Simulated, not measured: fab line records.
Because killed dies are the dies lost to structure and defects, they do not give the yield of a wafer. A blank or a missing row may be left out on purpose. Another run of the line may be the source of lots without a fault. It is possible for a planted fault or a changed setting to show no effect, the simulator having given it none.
fab line records :: flow nandHarc
record
  lots=6
  wafers=18
  lastDay=34
route steps=1302 shown P_START@1 P_ZERO_WELL@2 END@1302
lots untouched by any fault: they come from a run of this same line in which no faults occurred
startH: hours from the record's first day to the start of the lot's first wafer shown :: waitH: hours elapsed since this lot's preceding step :: " as in the row above :: L1.1+2: one row covering several wafers at once :: - no value present, or no start provided :: * or withheld: withheld :: < > ~ a bound
route shown NAME@n: NAME is a module with steps in the file, n the number in the route of the first one :: usual: average and standard deviation across the fault-free wafers :: same: alike in all rows :: chamber/n: place in a boat :: sites: each site's reading :: _std_site: standard deviation of those values :: _edge_site: mean of outer sites minus mean of inner sites :: radiusMm: how far each site lies from the wafer's centre :: mask NAME#n: copy n :: behind: tool/chamber where the wafer was last shaped :: hold: cause of the lot's hold/its duration in hours/its outcome :: device: whichever transistor did not switch (one of n, p or np) :: end of line: the route-end tests of the same wafers :: step lacking rows: just its recipe :: killed: at the first sort, the dies lost to defects and structure; wafer yield is something else :: map: a wafer's dies, marking killed ones x, the rest . and places with no die _
set.NAME: setting as actually run; set.NAME@STEP: the setting as run at that earlier step :: model.NAME: the simulator's own value behind a step, which no gauge read
lots at some steps of the route; a table a step, a row a wafer
services: a tool's chamber out of use, with start hour (startH, from the record's first day; less than 0 if before it), hours out, and reason
## steps
# step NHARC_P_START_INSPECT_01
# usual
  rawDefectCount=3.6/1.9
lot.wafer: L862.1
tool: defectInspect-01
chamber: -
startH: 50.04
waitH: -
rawDefectCount: 2

lot.wafer: L862.2
tool: defectInspect-01
chamber: -
startH: 50.04
waitH: -
rawDefectCount: 3

lot.wafer: L862.3
tool: defectInspect-01
chamber: -
startH: 50.04
waitH: -
rawDefectCount: 4

lot.wafer: L872.1
tool: defectInspect-02
chamber: -
startH: 150.04
waitH: -
rawDefectCount: 5

lot.wafer: L872.2
tool: defectInspect-02
chamber: -
startH: 150.04
waitH: -
rawDefectCount: 1

lot.wafer: L872.5
tool: defectInspect-02
chamber: -
startH: 150.04
waitH: -
rawDefectCount: 1

lot.wafer: L873.1
tool: defectInspect-01
chamber: -
startH: 160.04
waitH: -
rawDefectCount: 3

lot.wafer: L873.2
tool: defectInspect-01
chamber: -
startH: 160.04
waitH: -
rawDefectCount: 4

lot.wafer: L873.5
tool: defectInspect-01
chamber: -
startH: 160.04
waitH: -
rawDefectCount: 5

lot.wafer: L880.1
tool: defectInspect-02
chamber: -
startH: 230.03
waitH: -
rawDefectCount: 2

lot.wafer: L880.3
tool: defectInspect-02
chamber: -
startH: 230.03
waitH: -
rawDefectCount: 6

lot.wafer: L880.4
tool: defectInspect-02
chamber: -
startH: 230.03
waitH: -
rawDefectCount: 5

lot.wafer: L881.1
tool: defectInspect-02
chamber: -
startH: 240.04
waitH: -
rawDefectCount: 5

lot.wafer: L881.4
tool: defectInspect-02
chamber: -
startH: 240.04
waitH: -
rawDefectCount: 2

lot.wafer: L881.6
tool: defectInspect-02
chamber: -
startH: 240.04
waitH: -
rawDefectCount: 3

lot.wafer: L882.3
tool: defectInspect-02
chamber: -
startH: 250.04
waitH: -
rawDefectCount: 4

lot.wafer: L882.4
tool: defectInspect-02
chamber: -
startH: 250.04
waitH: -
rawDefectCount: 8

lot.wafer: L882.6
tool: defectInspect-02
chamber: -
startH: 250.04
waitH: -
rawDefectCount: 3
# step NHARC_P_ZERO_WELL_PRECLEAN_00
# recipe
  timeS=600
  tempC=120
  chemistry=SPM
# step NHARC_P_ZERO_WELL_SRD_01
# step NHARC_P_ZERO_WELL_PECVD_02
# recipe
  targetThkA=100
  tempC=400
  pressureTorr=6.5
  rfW=withheld
  teosFlowSccm=withheld
  flowSccm=2650
  targetThkNm=10
  gas=O2
  material=SiO2
# step NHARC_P_ZERO_WELL_DEHYDRATE_03
# recipe
  tempC=150
  timeS=120
# step NHARC_P_ZERO_WELL_HMDS_04
# recipe
  timeS=30
# step NHARC_P_ZERO_WELL_COAT_64
# recipe
  tempC=200
  timeS=65
# step NHARC_P_ZERO_WELL_COAT_05
# recipe
  spinRpm=2000
  resistThkNm=600
# step NHARC_P_ZERO_WELL_SOFTBAKE_06
# recipe
  tempC=125
  timeS=70
# usual
  heaterPowerTotalW=200.9/1.3
lot.wafer: L862.1
tool: lithoTrack-05
chamber: 0
startH: 50
waitH: -
heaterPowerTotalW: 199.6

lot.wafer: L862.2
tool: lithoTrack-05
chamber: 0
startH: 50
waitH: -
heaterPowerTotalW: 202.5

lot.wafer: L862.3
tool: lithoTrack-05
chamber: 0
startH: 50
waitH: -
heaterPowerTotalW: 199.4

lot.wafer: L872.1
tool: lithoTrack-05
chamber: 0
startH: 150
waitH: -
heaterPowerTotalW: 202.6

lot.wafer: L872.2
tool: lithoTrack-05
chamber: 0
startH: 150
waitH: -
heaterPowerTotalW: 216.2

lot.wafer: L872.5
tool: lithoTrack-05
chamber: 0
startH: 150
waitH: -
heaterPowerTotalW: 215.4

lot.wafer: L873.1
tool: lithoTrack-05
chamber: 0
startH: 160
waitH: -
heaterPowerTotalW: 202.7

lot.wafer: L873.2
tool: lithoTrack-05
chamber: 0
startH: 160
waitH: -
heaterPowerTotalW: 213.8

lot.wafer: L873.5
tool: lithoTrack-05
chamber: 0
startH: 160
waitH: -
heaterPowerTotalW: 215.7

lot.wafer: L880.1
tool: lithoTrack-07
chamber: 0
startH: 230
waitH: -
heaterPowerTotalW: 202.4

lot.wafer: L880.3
tool: lithoTrack-07
chamber: 0
startH: 230
waitH: -
heaterPowerTotalW: 202.7

lot.wafer: L880.4
tool: lithoTrack-07
chamber: 0
startH: 230
waitH: -
heaterPowerTotalW: 200.0

lot.wafer: L881.1
tool: lithoTrack-07
chamber: 0
startH: 240
waitH: -
heaterPowerTotalW: 202.6

lot.wafer: L881.4
tool: lithoTrack-07
chamber: 0
startH: 240
waitH: -
heaterPowerTotalW: 198.9

lot.wafer: L881.6
tool: lithoTrack-07
chamber: 0
startH: 240
waitH: -
heaterPowerTotalW: 201.0

lot.wafer: L882.3
tool: lithoTrack-07
chamber: 0
startH: 250
waitH: -
heaterPowerTotalW: 199.0

lot.wafer: L882.4
tool: lithoTrack-07
chamber: 0
startH: 250
waitH: -
heaterPowerTotalW: 199.9

lot.wafer: L882.6
tool: lithoTrack-07
chamber: 0
startH: 250
waitH: -
heaterPowerTotalW: 199.1
# step NHARC_P_ZERO_WELL_EBR_07
# step NHARC_END_SORT_01
# recipe
  tempC=25
# usual
  killedAtArray=58/20
  killedAtOther=0.9/1.4
  killedAtPeriphery=4/3.1
  killedDies=63/20
  killedOpen=3.3/1.8
  killedShort=2.4/1.5
# same
  grossDies=677
lot.wafer: L873.1
tool: prober-01
chamber: 0
startH: 730.37
waitH: 2.6
killedAtArray: 60
killedAtOther: 1
killedAtPeriphery: 4
killedDies: 65
killedOpen: 4
killedShort: 2

lot.wafer: L873.2
tool: prober-01
chamber: 0
startH: 731.19
waitH: 2.9
killedAtArray: 60
killedAtOther: 0
killedAtPeriphery: 4
killedDies: 64
killedOpen: 3
killedShort: 2

lot.wafer: L873.5
tool: prober-01
chamber: 0
startH: 733.62
waitH: 3.8
killedAtArray: 55
killedAtOther: 1
killedAtPeriphery: 4
killedDies: 60
killedOpen: 4
killedShort: 3

lot.wafer: L882.3
tool: prober-02
chamber: 0
startH: 798.33
waitH: 3.1
killedAtArray: 61
killedAtOther: 0
killedAtPeriphery: 1
killedDies: 62
killedOpen: 1
killedShort: 1

lot.wafer: L882.4
tool: prober-02
chamber: 0
startH: 799.12
waitH: 3.4
killedAtArray: 37
killedAtOther: 3
killedAtPeriphery: 1
killedDies: 41
killedOpen: 0
killedShort: 1

lot.wafer: L882.6
tool: prober-02
chamber: 0
startH: 800.71
waitH: 4.0
killedAtArray: 35
killedAtOther: 0
killedAtPeriphery: 2
killedDies: 37
killedOpen: 5
killedShort: 2
# killed by level:class
L873.1 A_SLIT:chamberFilmFlake=34 A_CHANNEL_HOLE_D1:chamberFilmFlake=10 A_STAIRCASE:chamberFilmFlake=5 A_CONTACT:chamberFilmFlake=5 P_M1:geometricParticle:open=2 A_CHANNEL_HOLE_D2:chamberFilmFlake=2 P_GATE:geometricParticle:open=1 A_ONON_D1:geometricParticle:short=1
L873.2 A_SLIT:chamberFilmFlake=23 A_CHANNEL_HOLE_D1:chamberFilmFlake=18 A_CONTACT:chamberFilmFlake=8 A_STAIRCASE:chamberFilmFlake=4 P_GATE:geometricParticle:open=1 P_CONTACT:geometricParticle:open=1 A_ONON_D2:geometricParticle:short=1 A_CHANNEL_FILL_D2:geometricParticle:open=1
L873.5 A_SLIT:chamberFilmFlake=23 A_CHANNEL_HOLE_D1:chamberFilmFlake=11 A_CONTACT:chamberFilmFlake=8 A_DECK1_JOINT:chamberFilmFlake=3 P_CONTACT:geometricParticle:open=2 A_WL_FILL:geometricParticle:short=2 A_CHANNEL_HOLE_D2:chamberFilmFlake=2 A_STAIRCASE:chamberFilmFlake=2
L882.3 A_CHANNEL_HOLE_D2:chamberFilmFlake=39 A_CONTACT:chamberFilmFlake=10 A_SLIT:chamberFilmFlake=7 A_WL_FILL:chamberFilmFlake=2 A_CONTACT:geometricParticle:short=1 A_M1:geometricParticle:open=1 P_ZERO_WELL:chamberFilmFlake=1 A_DECK1_JOINT:chamberFilmFlake=1
L882.4 A_CHANNEL_HOLE_D2:chamberFilmFlake=15 A_SLIT:chamberFilmFlake=10 A_CONTACT:chamberFilmFlake=9 THIN_TSV:chamberFilmFlake=3 A_ONON_D2:geometricParticle:short=1 P_ZERO_WELL:chamberFilmFlake=1 A_CHANNEL_HOLE_D1:chamberFilmFlake=1 A_STAIRCASE:chamberFilmFlake=1
L882.6 A_CHANNEL_HOLE_D2:chamberFilmFlake=13 A_SLIT:chamberFilmFlake=9 A_CONTACT:chamberFilmFlake=6 P_M0:geometricParticle:open=2 A_CHANNEL_FILL_D1:geometricParticle:short=1 A_DECK1_JOINT:geometricParticle:open=1 A_CHANNEL_HOLE_D2:geometricParticle:open=1 A_WL_FILL:geometricParticle:short=1
## services
tool: lithoTrack-07
chamber: -
startH: 76.00
hours: 7.0
kind: pm

tool: lithoTrack-05
chamber: -
startH: 124.02
hours: 7.0
kind: pm
## key
firstSign
  step=NHARC_P_ZERO_WELL_SOFTBAKE_06
  reading=heaterPowerTotalW
  direction=up
  sigmas=11
  usual=*
  struck=*
effect none on later readings
metAt NHARC_P_ZERO_WELL_SOFTBAKE_06
struckWafers L872.2,L872.5,L873.2,L873.5
testerLeftOut L872,L873
onsetBetween 50 150
fault
  kind=processParameterDrift
  tool=lithoTrack-05
  chamber=-
  onsetH=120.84
  steps=NHARC_P_ZERO_WELL_SOFTBAKE_06
  channel=timeS
  offset=*
  shape=step
  endH=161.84
  scope=struckWafersOnly
  actsIn=*
  stated=*
# testerLeftOut: of these lots the tester's yield and bins aren't shown, on N5 and GAA mostly nor the transistor test; their killed dies are dies lost to structure and defects alone, not to doping, threshold or leakage, so they don't give the yield
